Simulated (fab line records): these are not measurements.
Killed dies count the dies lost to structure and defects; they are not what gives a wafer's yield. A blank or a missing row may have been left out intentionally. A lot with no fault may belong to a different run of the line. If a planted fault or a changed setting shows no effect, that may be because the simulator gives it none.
Which tool did it? || flow nandHarc || 6 lots, 18 wafers sampled, at 1 step of a route of 1302

## WHAT THE GAUGES READ, wafer by wafer
NHARC_P_ZERO_WELL_CD_MEAS_11: the cd target is 500 nm.
{"lot": "L263", "measured": "day 2 17:07", "on": "cdSem-02", "cdNm (nm)": "500.0 497.7 498.6"}
{"lot": "L266", "measured": "day 3 23:16", "on": "cdSem-03", "cdNm (nm)": "500.7 500.3 503.5"}
{"lot": "L268", "measured": "day 4 19:07", "on": "cdSem-01", "cdNm (nm)": "499.5 503.2 497.7"}
{"lot": "L278", "measured": "day 8 23:14", "on": "cdSem-02", "cdNm (nm)": "500.6 499.7 501.5"}
{"lot": "L280", "measured": "day 9 19:14", "on": "cdSem-02", "cdNm (nm)": "501.5 501.8 499.7"}
{"lot": "L283", "measured": "day 11 01:15", "on": "cdSem-01", "cdNm (nm)": "497.7 495.9 499.6"}

## TOOL THAT RAN EACH LOT (tool first, then ch and the chambers of the sampled wafers, then the start)
Before these readings, the record contains no process step.

## THE ANSWER, worked out from the rows above alone
Rule: usual is defined by the lots themselves. The widest of any qualifying gaps counts: lots, ordered by their means at a reading, are off when they make up no more than a third of the lots, leave a main group of 4 or more, and stand apart from it by 3 or more times the standard deviation of that group's means. A main group whose means are all the same, to the digits that the tables above print for the reading, isn't used. Also off: a lot with no number at a reading for which 4 or more lots have one. All remaining lots with rows at the step are treated as sound.
Across all readings shown, no lot is off: no conclusion can be drawn from this.

## WHAT THE SIMULATOR HAD INSERTED
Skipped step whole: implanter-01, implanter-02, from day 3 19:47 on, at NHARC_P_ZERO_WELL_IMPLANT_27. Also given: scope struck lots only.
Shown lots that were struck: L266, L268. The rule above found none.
